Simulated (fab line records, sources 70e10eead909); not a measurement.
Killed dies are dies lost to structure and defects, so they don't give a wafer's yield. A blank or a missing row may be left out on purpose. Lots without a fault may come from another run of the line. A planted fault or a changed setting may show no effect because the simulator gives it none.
Which tool did it? | flow nand_harc | 12 lots, 36 wafers sampled, at 5 steps of a route of 1302

WHAT THE GAUGES READ, wafer by wafer
The record holds no reading of a measuring or inspecting step that can be judged against a usual standard deviation.

WHICH TOOL RAN EACH LOT (tool, then ch and the chambers of the sampled wafers, then the start)
lot  | NHARC_A_CONTACT_CMP_20        | NHARC_A_BLC_PVD_32                      | NHARC_A_M0_STRIP_18                | NHARC_A_M0_ECD_22              | NHARC_A_M0_CMP_23
L816 | cmp-04 ch 1,3, day 23 00:10   | pvd_sputter-02, day 23 05:40 or earlier | rie_diel-01 ch 1,2,3, day 23 05:40 | ecd_cu-02 ch 0,1, day 23 06:35 | cmp-01 ch 0,2, day 23 07:20
L818 | cmp-04 ch 0,1,3, day 23 16:01 | pvd_sputter-02, day 23 21:31 or earlier | rie_diel-01 ch 2,3, day 23 21:31   | ecd_cu-02 ch 0,1, day 23 22:29 | cmp-04 ch 1,2,3, day 23 23:12
L819 | cmp-02 ch 1,2,3, day 24 00:41 | pvd_sputter-03, day 24 06:06 or earlier | rie_diel-05 ch 0,2,3, day 24 06:06 | ecd_cu-02 ch 0,1, day 24 07:00 | cmp-03 ch 0,2,3, day 24 07:46
L822 | cmp-03 ch 0,1,2, day 25 13:46 | pvd_sputter-01, day 25 19:11 or earlier | rie_diel-07 ch 0,2,3, day 25 19:11 | ecd_cu-01 ch 0,1, day 25 20:05 | cmp-04 ch 0,1,3, day 25 20:48
L823 | cmp-02 ch 1,2, day 25 15:35   | pvd_sputter-03, day 25 21:19 or earlier | rie_diel-07 ch 0,1,3, day 25 21:19 | ecd_cu-01 ch 0, day 25 22:11   | cmp-04 ch 0,2,3, day 25 22:58
L824 | cmp-02 ch 1,3, day 26 06:41   | pvd_sputter-02, day 26 12:16 or earlier | rie_diel-05 ch 1,3, day 26 12:16   | ecd_cu-02 ch 1, day 26 13:10   | cmp-03 ch 1,2, day 26 13:53
L826 | cmp-03 ch 0,3, day 27 11:20   | pvd_sputter-01, day 27 17:56 or earlier | rie_diel-05 ch 1,2,3, day 27 17:56 | ecd_cu-02 ch 0, day 27 18:53   | cmp-03 ch 0,1,3, day 27 19:33
L833 | cmp-02 ch 0,1,3, day 30 14:23 | pvd_sputter-01, day 30 19:53 or earlier | rie_diel-07 ch 0,2,3, day 30 19:53 | ecd_cu-02 ch 0,1, day 30 20:48 | cmp-03 ch 0,1,2, day 30 21:31
L835 | cmp-03 ch 2,3, day 30 23:20   | pvd_sputter-02, day 31 04:58 or earlier | rie_diel-05 ch 0,2,3, day 31 04:58 | ecd_cu-02 ch 0,1, day 31 05:55 | cmp-01 ch 0,1,2, day 31 06:38
L837 | cmp-03 ch 0,2, day 31 03:29   | pvd_sputter-03, day 31 09:00 or earlier | rie_diel-01 ch 0,2,3, day 31 09:00 | ecd_cu-01 ch 0,1, day 31 10:01 | cmp-01 ch 0,1,3, day 31 10:41
L836 | cmp-04 ch 0,3, day 31 05:30   | pvd_sputter-01, day 31 11:20 or earlier | rie_diel-01 ch 0,1,2, day 31 11:20 | ecd_cu-01 ch 0,1, day 31 12:16 | cmp-04 ch 0,2,3, day 31 12:59
L839 | cmp-04 ch 1,3, day 31 18:32   | pvd_sputter-01, day 32 00:06 or earlier | rie_diel-01 ch 0,1, day 32 00:06   | ecd_cu-01 ch 0,1, day 32 01:07 | cmp-01 ch 0,1, day 32 01:47
- NHARC_A_CONTACT_CMP_20: polishes, t overpolish 30 s, target thk 300 nm.
- NHARC_A_BLC_PVD_32: deposits Ti, target thk 5 nm, time 17.7 s.
- NHARC_A_M0_STRIP_18: strips in N2/H2.
- NHARC_A_M0_ECD_22: material Cu, target thk 400 nm.
- NHARC_A_M0_CMP_23: polishes, t overpolish 20 s, target thk 113.75 nm.

WHAT THE TOOLS THEMSELVES READ (means of the sampled wafers that have a number; where no wafer has one, the mark that the record gives instead)
NHARC_A_CONTACT_CMP_20. Usual: edge_zone_pressure_frac 1.000, standard deviation 0.0046; motor_current_A 11.5 A, standard deviation 0.84; overpolish_run_s 30.001 s, standard deviation 0.0086; time_to_endpoint_s 62 s, standard deviation 3.3.
lot  | tool   | edge_zone_pressure_frac | motor_current_A (A) | overpolish_run_s (s) | time_to_endpoint_s (s) | flag
L816 | cmp-04 | 0.995                   | 12.3                | 29.999               | 62                     |
L818 | cmp-04 | 1.004                   | 12.0                | 29.997               | 61                     |
L819 | cmp-02 | 1.000                   | 10.6                | 29.995               | 66                     |
L822 | cmp-03 | 1.002                   | 11.7                | 29.999               | 59                     |
L823 | cmp-02 | 1.000                   | 10.8                | 30.001               | 64                     |
L824 | cmp-02 | 1.000                   | 10.9                | 29.996               | 62                     |
L826 | cmp-03 | 1.001                   | 11.4                | 30.005               | 63                     |
L833 | cmp-02 | 0.998                   | 11.5                | 29.998               | 61                     |
L835 | cmp-03 | 1.002                   | 11.5                | 30.004               | 59                     |
L837 | cmp-03 | 1.001                   | 11.5                | 30.008               | 57                     |
L836 | cmp-04 | 0.999                   | 11.2                | 29.993               | 61                     |
L839 | cmp-04 | 0.997                   | 12.6                | 29.998               | 62                     |

NHARC_A_BLC_PVD_32. Usual: cathode_dc_power_W 5000.0 W, standard deviation 0.9; throttle_valve_pct 29.6 %, standard deviation 1.3.
lot  | tool           | cathode_dc_power_W (W) | throttle_valve_pct (%) | flag
L816 | pvd_sputter-02 | 5000.1                 | 30.0                   |
L818 | pvd_sputter-02 | 5000.1                 | 30.3                   |
L819 | pvd_sputter-03 | 4998.6                 | 30.6                   |
L822 | pvd_sputter-01 | 5000.0                 | 28.5                   |
L823 | pvd_sputter-03 | 4999.7                 | 31.1                   |
L824 | pvd_sputter-02 | 4999.9                 | 29.5                   |
L826 | pvd_sputter-01 | 5000.6                 | 29.5                   |
L833 | pvd_sputter-01 | 4999.6                 | 29.9                   |
L835 | pvd_sputter-02 | 5000.1                 | 30.0                   |
L837 | pvd_sputter-03 | 4999.9                 | 29.4                   |
L836 | pvd_sputter-01 | 5000.1                 | 28.5                   |
L839 | pvd_sputter-01 | 4999.6                 | 27.8                   |

NHARC_A_M0_STRIP_18. Usual: drypump_motor_current_A 5.7 A, standard deviation 0.55; oes_product_au 1.000 a.u., standard deviation 0.0098; rf_vpp_V 90.8 V, standard deviation 0.97; showerhead_plenum_p_Torr 2.06 Torr, standard deviation 0.09; throttle_valve_pct 14.171 %, standard deviation 0.0093.
lot  | tool        | drypump_motor_current_A (A) | oes_product_au (a.u.) | rf_vpp_V (V) | showerhead_plenum_p_Torr (Torr) | throttle_valve_pct (%) | flag
L816 | rie_diel-01 | 5.2                         | 0.994                 | 91.5         | 2.15                            | 14.183                 |
L818 | rie_diel-01 | 5.5                         | 1.003                 | 91.9         | 2.15                            | 14.171                 |
L819 | rie_diel-05 | 6.2                         | 1.002                 | 90.5         | 2.10                            | 14.179                 |
L822 | rie_diel-07 | 5.8                         | 0.987                 | 90.6         | 1.94                            | 14.167                 |
L823 | rie_diel-07 | 5.6                         | 0.987                 | 89.6         | 1.98                            | 14.169                 |
L824 | rie_diel-05 | 6.1                         | 1.007                 | 90.4         | 2.06                            | 14.167                 |
L826 | rie_diel-05 | 6.2                         | 1.010                 | 90.7         | 2.07                            | 14.175                 |
L833 | rie_diel-07 | 5.8                         | 0.997                 | 90.2         | 1.94                            | 14.170                 |
L835 | rie_diel-05 | 6.2                         | 0.997                 | 91.1         | 2.09                            | 14.170                 |
L837 | rie_diel-01 | 5.1                         | 1.008                 | 90.6         | 2.07                            | 14.180                 |
L836 | rie_diel-01 | 5.3                         | 1.000                 | 90.9         | 2.10                            | 14.162                 |
L839 | rie_diel-01 | 4.9                         | 0.995                 | 90.5         | 2.02                            | 14.166                 |

NHARC_A_M0_CMP_23. Usual: edge_zone_pressure_frac 1.000, standard deviation 0.0048; motor_current_A 12.0 A, standard deviation 0.9; time_to_endpoint_s 29.1 s, standard deviation 2.8.
lot  | tool   | edge_zone_pressure_frac | motor_current_A (A) | time_to_endpoint_s (s) | flag
L816 | cmp-01 | 1.002                   | 11.9                | 33.0                   |
L818 | cmp-04 | 0.998                   | 11.8                | 27.4                   |
L819 | cmp-03 | 1.001                   | 11.7                | 28.2                   |
L822 | cmp-04 | 0.995                   | 11.8                | 26.6                   |
L823 | cmp-04 | 0.999                   | 11.9                | 28.0                   |
L824 | cmp-03 | 1.003                   | 11.5                | 30.4                   |
L826 | cmp-03 | 0.998                   | 11.2                | 33.5                   |
L833 | cmp-03 | 1.002                   | 11.5                | 33.8                   |
L835 | cmp-01 | 0.999                   | 12.2                | 34.5                   |
L837 | cmp-01 | 1.002                   | 12.8                | 30.2                   |
L836 | cmp-04 | 0.999                   | 11.8                | 29.3                   |
L839 | cmp-01 | 1.001                   | 12.8                | 27.3                   |

THE ANSWER, worked out from the rows above alone
Rule: a lot is off if the mean of its wafers that have a number lies more than 3 standard deviations from the usual mean. A lot without any number at a reading at which 4 lots or more have one is off too. The other lots that the step has rows for count as sound. The gauges are gone through in route order, then the tools' own readings, and for those a lot's mean is taken as printed above. The first step at which some lot is off is used, and at that step the reading that is off furthest; a lot without a number counts as furthest.
No lot is off at any reading shown: from this, nothing can be told.

WHAT THE SIMULATOR HAD PUT IN
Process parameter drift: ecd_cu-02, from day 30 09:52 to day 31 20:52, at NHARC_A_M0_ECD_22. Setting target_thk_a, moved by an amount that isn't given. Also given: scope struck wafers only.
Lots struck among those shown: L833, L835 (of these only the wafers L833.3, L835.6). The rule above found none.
